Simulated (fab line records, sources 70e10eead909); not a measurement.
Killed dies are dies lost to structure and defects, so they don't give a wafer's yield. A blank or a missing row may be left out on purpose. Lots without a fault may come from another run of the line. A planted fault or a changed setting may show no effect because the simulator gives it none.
Chamber matching | flow nand_harc | NHARC_A_CHANNEL_FILL_D2_ETCHBACK_19 on rie_si-04: 4 sister chambers
The step etches the open film in HBr/Cl2, target depth 5 nm, time 1.7 s. 7 wafers are shown with their chamber, then 7 later ones without.

WAFERS WITH THEIR CHAMBER
wafer  | chamber | drypump_motor_current_A (A) | oes_product_au (a.u.)
L318.1 | 0       | 5.3                         | 0.996
L318.5 | 2       | 5.1                         | 0.986
L319.1 | 1       | 5.1                         | 1.006
L319.2 | 3       | 6.5                         | 0.998
L319.6 | 1       | 5.1                         | 1.011
L324.1 | 0       | 5.2                         | 1.004
L324.3 | 2       | 5.2                         | 0.982

WAFERS WITHOUT THEIR CHAMBER
wafer  | drypump_motor_current_A (A) | oes_product_au (a.u.)
L324.5 | 5.1                         | 0.978
L325.1 | 5.3                         | 0.996
L325.3 | 5.2                         | 0.985
L325.6 | 5.2                         | 0.979
L331.2 | 5.1                         | 1.008
L331.4 | 5.3                         | 0.995
L331.5 | 5.2                         | 1.006

WHICH CHAMBER EACH WENT THROUGH
wafer  | from the rows above     | in truth
L324.5 | 2                       | 2
L325.1 | 0                       | 0
L325.3 | 2                       | 2
L325.6 | 2                       | 2
L331.2 | 1                       | 1
L331.4 | 0                       | 0
L331.5 | can't be placed: 0 or 1 | 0
Placed correctly: 6 of 7. Can't be placed from these rows: 1 (the true chamber is among the candidates in 1). Placed wrongly: 0.
How it was worked out, from the rows above alone: a wafer's distance from a chamber is the root of the sum, over the readings, of the square of ((its reading less the chamber's mean) divided by the reading's scatter). The wafer belongs to the nearest chamber; if the next one is less than 2 further off, it can't be placed. A chamber's mean is the mean of its shown wafers. The scatter: the root of (the sum of the squares of (reading less its chamber's mean) over the shown wafers, divided by (wafers less chambers)).
